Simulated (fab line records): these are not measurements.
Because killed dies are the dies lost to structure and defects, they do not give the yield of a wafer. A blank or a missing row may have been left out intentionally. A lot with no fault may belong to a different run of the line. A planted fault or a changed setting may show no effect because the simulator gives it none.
Lot-split experiment    flow n5Finfet    7 lots, 39 wafers read, on a route of 1938 steps

== ON THE SPLIT ==
At N5_HKMG_FIN_ALD_91 (deposits TiN, target thk 1 nm, pulse time 1 s, purge time 3 s), the setting aldCycles was moved away from the recipe's 47 on 12 of the 39 wafers read, by -48.9% to +59.6%. The other wafers ran this setting at the recipe's value.

The reading is taken at the split's own step.

== THE READING ==
TiN_of_HKMG_FIN_ALD_91.thkNm (the simulator's own value, which no gauge read), in nm, at N5_HKMG_FIN_ALD_91 (deposits TiN, target thk 1 nm, pulse time 1 s, purge time 3 s). The file does not state a usual value for it.

wafer   tool, chamber at the split  aldCycles as run  against the recipe  TiN_of_HKMG_FIN_ALD_91.thkNm, nm  against lot-mates on the recipe
L074.1  aldMetal-04, 2,0,3          63                +34.0%              1.4                               +0.4
L074.2  aldMetal-04, 2,0,3          63                +34.0%              1.4                               +0.4
L074.6  aldMetal-04, 2,0,3          63                +34.0%              1.4                               +0.4
L074.3  aldMetal-04, 1,3,2          47                recipe              1                                 -
L074.4  aldMetal-04, 1,3,2          47                recipe              1                                 -
L074.5  aldMetal-04, 1,3,2          47                recipe              1                                 -
L077.1  aldMetal-04, 1,3,2          24                -48.9%              0.6                               -0.4
L077.2  aldMetal-04, 1,3,2          24                -48.9%              0.6                               -0.4
L077.4  aldMetal-04, 1,3,2          24                -48.9%              0.6                               -0.4
L077.3  aldMetal-04, 0,0,3          47                recipe              1                                 -
L077.5  aldMetal-04, 0,0,3          47                recipe              1                                 -
L077.6  aldMetal-04, 0,0,3          47                recipe              1                                 -
L078.1  aldMetal-01, 2,0,2          75                +59.6%              1.6                               +0.6
L078.2  aldMetal-01, 2,0,2          75                +59.6%              1.6                               +0.6
L078.6  aldMetal-01, 2,0,2          75                +59.6%              1.6                               +0.6
L078.3  aldMetal-01, 1,3,3          47                recipe              1                                 -
L078.4  aldMetal-01, 1,3,3          47                recipe              1                                 -
L078.5  aldMetal-01, 1,3,3          47                recipe              1                                 -
L086.1  aldMetal-02, 0,3,3          47                recipe              1                                 -
L086.4  aldMetal-02, 0,3,3          47                recipe              1                                 -
L086.6  aldMetal-02, 0,3,3          47                recipe              1                                 -
L086.2  aldMetal-02, 1,2,0          75                +59.6%              1.6                               +0.6
L086.3  aldMetal-02, 1,2,0          75                +59.6%              1.6                               +0.6
L086.5  aldMetal-02, 1,2,0          75                +59.6%              1.6                               +0.6
L088.1  aldMetal-04, 0,3,2,1,3,2    47                recipe              1                                 -
L088.2  aldMetal-04, 0,3,2,1,3,2    47                recipe              1                                 -
L088.3  aldMetal-04, 0,3,2,1,3,2    47                recipe              1                                 -
L088.4  aldMetal-04, 0,3,2,1,3,2    47                recipe              1                                 -
L088.5  aldMetal-04, 0,3,2,1,3,2    47                recipe              1                                 -
L088.6  aldMetal-04, 0,3,2,1,3,2    47                recipe              1                                 -
L089.2  aldMetal-02, 1,3,2          47                recipe              1                                 -
L089.3  aldMetal-02, 1,3,2          47                recipe              1                                 -
L089.4  aldMetal-02, 1,3,2          47                recipe              1                                 -
L090.1  aldMetal-04, 1,3,0,2,1,0    47                recipe              1                                 -
L090.2  aldMetal-04, 1,3,0,2,1,0    47                recipe              1                                 -
L090.3  aldMetal-04, 1,3,0,2,1,0    47                recipe              1                                 -
L090.4  aldMetal-04, 1,3,0,2,1,0    47                recipe              1                                 -
L090.5  aldMetal-04, 1,3,0,2,1,0    47                recipe              1                                 -
L090.6  aldMetal-04, 1,3,0,2,1,0    47                recipe              1                                 -
The file does not say which wafer passed through which chamber wherever a row lists several chambers: such a row stands for several wafers.

FIT RESULTS
A straight line over all 39 wafers: TiN_of_HKMG_FIN_ALD_91.thkNm changes by +0.00968 nm for each +1% of aldCycles; r = +1.00; the points scatter about the line by 0.027 nm.
The same after taking each lot's own level away (the mean of its wafers on the recipe; 39 wafers): +0.00968 nm for each +1%; r = +1.00; scatter 0.027 nm.
On that fit, the largest move of aldCycles shifts the reading by 0.58 nm.
The lots' own levels span 1.00 to 1.00 nm.
The two slopes agree, so the slope changes little with the lot-to-lot level.
Check: +0.59 nm against its lot-mates is what the line predicts for one of the wafers moved furthest among these (+59.6%) when that wafer is left out of the fit. It came out at +0.6 nm against them.

== THE OTHER SPLITS THESE WAFERS WENT THROUGH ==
Note: prior to the reading, these wafers also went through further splits. Each is held against what the fit with the lots' levels taken away leaves over:
other split on the same wafers         wafers away from the commonest value  r with TiN_of_HKMG_FIN_ALD_91.thkNm (lot level and that fit taken away)
N5_ZERO_LAYER_DEVELOP_10 developTimeS  15                                    -0.28
N5_STI_FIN_REVEAL_ETCHBACK_08 timeS    15                                    +0.06

== FILE'S OWN FIT ==
TiN_of_HKMG_FIN_ALD_91.thkNm changes by +0.00983 nm for each +1% of aldCycles, r = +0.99.
